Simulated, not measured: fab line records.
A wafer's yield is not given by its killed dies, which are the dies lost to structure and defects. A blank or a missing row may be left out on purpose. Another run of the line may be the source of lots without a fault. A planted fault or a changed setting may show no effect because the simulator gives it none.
Which tool did it?	flow nand_harc	27 wafers from 9 lots sampled at 6 of the route's 1302 steps

## WHAT THE GAUGES READ, wafer by wafer
NHARC_END_WLT_00. Usual: VT_DECK1_BOTTOM 0.870, standard deviation 0.0061; VT_DECK1_BOTTOM_INNER 0.871, standard deviation 0.0065; VT_DECK1_MEDIAN_NEAR_BOTTOM 0.871, standard deviation 0.0066; VT_DECK1_MEDIAN_NEAR_BOTTOM_INNER 0.871, standard deviation 0.0061; VT_DECK1_MIDDLE 0.884, standard deviation 0.006; VT_DECK1_MIDDLE_INNER 0.884, standard deviation 0.0067; VT_DECK1_TOP 0.895, standard deviation 0.0068; VT_DECK1_TOP_INNER 0.895, standard deviation 0.0065; VT_DECK2_BOTTOM 0.873, standard deviation 0.0075; VT_DECK2_BOTTOM_INNER 0.872, standard deviation 0.0079; VT_DECK2_MEDIAN_NEAR_BOTTOM 0.874, standard deviation 0.0076; VT_DECK2_MEDIAN_NEAR_BOTTOM_INNER 0.874, standard deviation 0.0073; VT_DECK2_MIDDLE 0.886, standard deviation 0.0079; VT_DECK2_MIDDLE_INNER 0.886, standard deviation 0.007; VT_DECK2_TOP 0.898, standard deviation 0.0081; VT_DECK2_TOP_INNER 0.898, standard deviation 0.0083.
lot	measured	on	VT_DECK1_BOTTOM	VT_DECK1_BOTTOM_INNER	VT_DECK1_MEDIAN_NEAR_BOTTOM	VT_DECK1_MEDIAN_NEAR_BOTTOM_INNER	VT_DECK1_MIDDLE	VT_DECK1_MIDDLE_INNER	VT_DECK1_TOP	VT_DECK1_TOP_INNER	VT_DECK2_BOTTOM	VT_DECK2_BOTTOM_INNER	VT_DECK2_MEDIAN_NEAR_BOTTOM	VT_DECK2_MEDIAN_NEAR_BOTTOM_INNER	VT_DECK2_MIDDLE	VT_DECK2_MIDDLE_INNER	VT_DECK2_TOP	VT_DECK2_TOP_INNER	flag
L701	day 24 23:11	prober-01	0.873 0.873 0.871	0.883 0.873 0.870	0.879 0.881 0.873	0.881 0.869 0.878	0.894 0.890 0.884	0.891 0.892 0.893	0.900 0.907 0.901	0.912 0.908 0.893	0.865 0.874 0.859	0.874 0.870 0.870	0.864 0.871 0.861	0.870 0.867 0.866	0.870 0.887 0.890	0.884 0.887 0.889	0.897 0.895 0.894	0.898 0.894 0.907	
L706	day 27 05:38	prober-01	0.998 0.988 1.003 0.991 0.991 0.995	0.995 0.996 0.998 1.001 0.989 0.997	0.992 0.991 1.007 0.988 0.991 0.998	0.997 0.991 1.006 0.993 0.991 1.005	1.022 1.016 1.018 1.012 1.020 1.021	1.014 1.011 1.014 1.026 1.018 1.018	1.038 1.036 1.040 1.036 1.034 1.037	1.032 1.041 1.046 1.038 1.033 1.033	0.875 0.872 0.869 0.867 0.870 0.874	0.875 0.879 0.876 0.881 0.870 0.864	0.877 0.879 0.873 0.875 0.870 0.874	0.877 0.873 0.870 0.875 0.872 0.873	0.883 0.886 0.893 0.888 0.886 0.884	0.892 0.887 0.879 0.888 0.891 0.887	0.900 0.901 0.904 0.898 0.893 0.898	0.890 0.905 0.907 0.900 0.901 0.898	OFF
L707	day 27 05:39	prober-02	1.000 0.999 1.002 0.999 0.995 1.007	1.003 0.993 1.003 1.005 0.999 1.013	1.008 0.998 1.002 1.002 0.993 1.009	1.002 0.998 1.004 0.997 0.998 0.995	1.020 1.023 1.022 1.015 1.015 1.031	1.018 1.022 1.030 1.023 1.016 1.014	1.040 1.044 1.043 1.044 1.042 1.043	1.041 1.041 1.041 1.033 1.044 1.049	0.863 0.866 0.868 0.873 0.866 0.866	0.865 0.868 0.863 0.860 0.854 0.861	0.858 0.863 0.868 0.863 0.865 0.865	0.865 0.865 0.865 0.861 0.858 0.863	0.871 0.882 0.880 0.869 0.872 0.874	0.871 0.877 0.874 0.873 0.877 0.879	0.891 0.897 0.894 0.894 0.884 0.891	0.880 0.889 0.894 0.890 0.883 0.882	OFF
L714	day 30 13:44	prober-02	0.870 0.875 0.866	0.864 0.875 0.856	0.871 0.870 0.857	0.862 0.873 0.860	0.877 0.877 0.874	0.872 0.884 0.879	0.891 0.886 0.889	0.895 0.886 0.891	0.861 0.861 0.869	0.861 0.866 0.865	0.866 0.868 0.868	0.864 0.865 0.865	0.881 0.888 0.889	0.878 0.880 0.883	0.896 0.898 0.904	0.900 0.890 0.900	
L715	day 30 21:38	prober-01	0.863 0.869 0.868	0.871 0.872 0.862	0.863 0.869 0.863	0.874 0.866 0.870	0.883 0.883 0.869	0.880 0.876 0.879	0.890 0.884 0.892	0.891 0.889 0.890	0.884 0.876 0.884	0.881 0.884 0.875	0.879 0.880 0.883	0.880 0.876 0.880	0.902 0.892 0.897	0.899 0.896 0.899	0.909 0.907 0.911	0.906 0.915 0.914	
L717	day 31 04:26	prober-01	0.886 0.882 0.875	0.883 0.886 0.881	0.890 0.877 0.883	0.886 0.882 0.876	0.894 0.893 0.889	0.902 0.891 0.889	0.910 0.910 0.921	0.906 0.914 0.900	0.873 0.883 0.875	0.874 0.882 0.876	0.879 0.887 0.884	0.881 0.886 0.879	0.889 0.887 0.901	0.890 0.893 0.888	0.905 0.903 0.896	0.900 0.908 0.909	
L716	day 30 20:28	prober-02	0.860 0.872 0.866	0.868 0.865 0.864	0.869 0.868 0.873	0.871 0.874 0.865	0.880 0.877 0.878	0.876 0.872 0.871	0.890 0.893 0.892	0.889 0.885 0.888	0.877 0.883 0.874	0.874 0.880 0.867	0.884 0.881 0.877	0.892 0.876 0.876	0.888 0.896 0.894	0.884 0.893 0.894	0.912 0.911 0.900	0.910 0.906 0.898	
L722	day 34 04:40	prober-01	0.872 0.881 0.870	0.879 0.871 0.869	0.881 0.883 0.872	0.889 0.876 0.872	0.889 0.897 0.887	0.892 0.889 0.887	0.901 0.902 0.901	0.897 0.891 0.899	0.890 0.882 0.886	0.879 0.877 0.871	0.879 0.881 0.881	0.878 0.874 0.882	0.894 0.895 0.895	0.884 0.895 0.885	0.903 0.898 0.903	0.905 0.906 0.901	
L723	day 34 05:10	prober-02	0.865 0.866 0.869	0.872 0.876 0.871	0.868 0.869 0.866	0.865 0.868 0.865	0.885 0.887 0.886	0.886 0.876 0.878	0.889 0.891 0.901	0.899 0.897 0.894	0.877 0.877 0.878	0.886 0.885 0.886	0.888 0.886 0.889	0.882 0.884 0.883	0.902 0.891 0.896	0.900 0.901 0.892	0.907 0.907 0.904	0.896 0.908 0.907	

NHARC_END_SORT_01. Usual: killed_at_array 52, standard deviation 20; killed_at_other 1.0, standard deviation 1.3; killed_at_periphery 3.7, standard deviation 2.2; killed_dies 57, standard deviation 20; killed_open 3.2, standard deviation 1.6; killed_short 2.4, standard deviation 1.6.
lot	measured	on	killed_at_array	killed_at_other	killed_at_periphery	killed_dies	killed_open	killed_short	flag
L701	day 25 02:49	prober-01	69 57 56	2 1 2	4 2 0	75 60 58	1 4 5	3 0 3	
L706	day 27 18:45	prober-01	101 80 70	1 0 0	3 5 4	105 85 74	4 2 5	1 1 0	
L707	day 27 18:23	prober-02	23 20 28	4 0 1	3 5 1	30 25 30	3 5 5	0 4 1	
L714	day 30 17:19	prober-02	25 33 29	0 0 0	2 10 4	27 43 33	1 4 4	0 4 2	
L715	day 31 01:32	prober-01	65 66 55	2 0 2	2 2 5	69 68 62	2 1 3	1 4 2	
L717	day 31 07:44	prober-01	80 77 68	1 0 0	6 10 8	87 87 76	3 5 2	1 4 3	
L716	day 30 23:29	prober-02	45 40 49	0 0 1	5 4 6	50 44 56	3 3 3	1 5 2	
L722	day 34 08:01	prober-01	60 40 62	0 1 0	3 4 5	63 45 67	3 1 5	4 2 3	
L723	day 34 08:46	prober-02	51 36 42	1 0 0	1 2 0	53 38 42	3 1 2	3 3 4	

## WHICH TOOL RAN EACH LOT (tool, then ch and the chambers of the sampled wafers, then the start)
lot	NHARC_A_CHANNEL_HOLE_D1_ETCH_44	NHARC_A_CHANNEL_HOLE_D1_XSEM_31	NHARC_A_CHANNEL_FILL_D1_ETCHBACK_19	NHARC_A_CHANNEL_FILL_D1_CVD_05
L701	rie_diel-10 ch 1,2, day 9 09:52	xsem-02 ch 0, day 9 10:46	rie_si-02 ch 1,2, day 10 13:03	lpcvd_poly-01 ch 0, day 10 16:07
L706	rie_diel-12 ch 0,3, day 11 14:17	xsem-02 ch 0, day 11 15:17	rie_si-04 ch 1,2,3, day 12 17:08	lpcvd_poly-01 ch 0, day 12 19:44
L707	rie_diel-10 ch 1,2,3, day 11 17:48	xsem-01 ch 0, day 11 18:40	rie_si-06 ch 0,1,2, day 12 17:08	lpcvd_poly-01 ch 0, day 12 19:44
L714	rie_diel-10 ch 0,2,3, day 15 04:06	xsem-02 ch 0, day 15 04:59	rie_si-02 ch 0,2, day 16 05:40	lpcvd_poly-02 ch 0, day 16 08:36
L715	rie_diel-07 ch 0,1,3, day 15 04:34	xsem-01 ch 0, day 15 05:31	rie_si-06 ch 0,2,3, day 16 05:40	lpcvd_poly-02 ch 0, day 16 08:36
L717	rie_diel-07 ch 0,1,2, day 15 15:18	xsem-01 ch 0, day 15 16:13	rie_si-02 ch 0,1,2, day 16 16:40	lpcvd_poly-01 ch 0, day 16 19:17
L716	rie_diel-10 ch 0,2,3, day 15 16:14	xsem-02 ch 0, day 15 17:06	rie_si-06 ch 1,2, day 16 16:40	lpcvd_poly-01 ch 0, day 16 19:17
L722	rie_diel-12 ch 0,2,3, day 18 03:19	xsem-02 ch 0, day 18 04:18	rie_si-06 ch 2,3, day 19 04:47	lpcvd_poly-01 ch 0, day 19 07:47
L723	rie_diel-10 ch 0,1,2, day 18 07:04	xsem-01 ch 0, day 18 07:56	rie_si-04 ch 1,2, day 19 08:10	lpcvd_poly-02 ch 0, day 19 10:57
- NHARC_A_CHANNEL_HOLE_D1_ETCH_44: etches the open film in CF4/O2, target depth 140 nm, overetch 14 nm, time 77 s.
- NHARC_A_CHANNEL_HOLE_D1_XSEM_31
- NHARC_A_CHANNEL_FILL_D1_ETCHBACK_19: etches the open film in HBr/Cl2, target depth 5 nm, time 1.7 s.
- NHARC_A_CHANNEL_FILL_D1_CVD_05: deposits poly-Si, target thk 5 nm.

## WHAT THE TOOLS THEMSELVES READ (means of the sampled wafers that have a number; where no wafer has one, the mark that the record gives instead)
NHARC_A_CHANNEL_HOLE_D1_ETCH_44. Usual: drypump_motor_current_A 5.5 A, standard deviation 0.32; oes_product_au 1.001 a.u., standard deviation 0.0075; rf_vpp_V 197.6 V, standard deviation 1.5; showerhead_plenum_p_Torr 1.32 Torr, standard deviation 0.063; throttle_valve_pct 13.397 %, standard deviation 0.009.
lot	tool	drypump_motor_current_A (A)	oes_product_au (a.u.)	rf_vpp_V (V)	showerhead_plenum_p_Torr (Torr)	throttle_valve_pct (%)	flag
L701	rie_diel-10	5.2	0.998	197.9	1.34	13.395	
L706	rie_diel-12	6.0	1.006	196.9	1.29	13.399	
L707	rie_diel-10	5.3	0.995	198.1	1.30	13.402	
L714	rie_diel-10	5.4	1.009	198.1	1.36	13.392	
L715	rie_diel-07	5.5	0.998	196.1	1.29	13.395	
L717	rie_diel-07	5.5	1.006	196.8	1.27	13.398	
L716	rie_diel-10	5.4	1.010	198.6	1.36	13.395	
L722	rie_diel-12	6.1	0.997	196.1	1.28	13.399	
L723	rie_diel-10	5.3	1.007	197.2	1.35	13.400	

NHARC_A_CHANNEL_HOLE_D1_XSEM_31. Usual: bot_cd_nm 74.4 nm, standard deviation 0.99; bow_nm 8.64 nm, standard deviation 0.29; tilt_deg 0.07 degrees, standard deviation 0.038.
lot	tool	bot_cd_nm (nm)	bow_nm (nm)	tilt_deg (degrees)	flag
L701	xsem-02	73.9	8.34	0.06	
L706	xsem-02	74.1	8.40	0.04	
L707	xsem-01	73.8	8.92	0.10	
L714	xsem-02	75.3	8.87	0.08	
L715	xsem-01	74.2	8.54	0.09	
L717	xsem-01	74.7	8.24	0.08	
L716	xsem-02	74.4	8.86	0.09	
L722	xsem-02	73.9	8.54	0.09	
L723	xsem-01	74.8	8.28	0.00	

NHARC_A_CHANNEL_FILL_D1_ETCHBACK_19. Usual: drypump_motor_current_A 5.8 A, standard deviation 0.48; oes_product_au 1.000 a.u., standard deviation 0.0071; throttle_valve_pct 26.405 %, standard deviation 0.0089.
lot	tool	drypump_motor_current_A (A)	oes_product_au (a.u.)	throttle_valve_pct (%)	flag
L701	rie_si-02	5.6	0.991	26.407	
L706	rie_si-04	5.9	0.997	26.402	
L707	rie_si-06	6.2	0.998	26.405	
L714	rie_si-02	5.4	1.000	26.409	
L715	rie_si-06	6.0	1.001	26.399	
L717	rie_si-02	5.6	0.997	26.406	
L716	rie_si-06	6.3	1.004	26.409	
L722	rie_si-06	6.2	1.001	26.403	
L723	rie_si-04	5.8	1.006	26.401	

NHARC_A_CHANNEL_FILL_D1_CVD_05. Usual: spike_tc_bottom_C 568.8 C, standard deviation 2.7; spike_tc_centre_C 551.2 C, standard deviation 1.1; spike_tc_lower_C 550.6 C, standard deviation 1.2; spike_tc_top_C 571 C, standard deviation 3.8; spike_tc_upper_C 549.8 C, standard deviation 1.1.
lot	tool	spike_tc_bottom_C (C)	spike_tc_centre_C (C)	spike_tc_lower_C (C)	spike_tc_top_C (C)	spike_tc_upper_C (C)	flag
L701	lpcvd_poly-01	570.8	551.2	551.5	567	548.7	
L706	lpcvd_poly-01	590.7	571.9	571.5	587	570.1	OFF
L707	lpcvd_poly-01	590.6	572.2	571.1	587	569.9	OFF
L714	lpcvd_poly-02	570.5	551.2	550.7	573	550.0	
L715	lpcvd_poly-02	570.6	552.1	549.8	573	549.7	
L717	lpcvd_poly-01	569.5	550.6	551.1	568	550.3	
L716	lpcvd_poly-01	569.4	550.1	550.6	568	549.3	
L722	lpcvd_poly-01	570.5	551.9	551.5	566	549.0	
L723	lpcvd_poly-02	570.1	550.6	550.7	574	550.0	

## THE ANSWER, worked out from the rows above alone
Rule: lot off if the mean of its wafers having a number is beyond 3 standard deviations from the usual mean. Also off: a lot with no number at a reading for which 4 or more lots have one. The other lots that the step has rows for count as sound. After the gauges, taken in route order, come the tools' own readings; for these a lot's mean is taken, as printed above. The first step at which some lot is off is used, and at that step the reading that is off furthest; a lot without a number counts as furthest.
Off: L706, L707, seen at NHARC_END_WLT_00 (VT_DECK1_MIDDLE).
A tool fits if, at a process step before that reading, it ran every lot that is off, and no sound lot after the first of them. Not tried: the gauges at NHARC_END_WLT_00; whatever is off there is also off at NHARC_A_CHANNEL_FILL_D1_CVD_05, on other tools, and gauge error can't account for it. None of those tried fits.

## WHAT WAS PUT IN BY THE SIMULATOR
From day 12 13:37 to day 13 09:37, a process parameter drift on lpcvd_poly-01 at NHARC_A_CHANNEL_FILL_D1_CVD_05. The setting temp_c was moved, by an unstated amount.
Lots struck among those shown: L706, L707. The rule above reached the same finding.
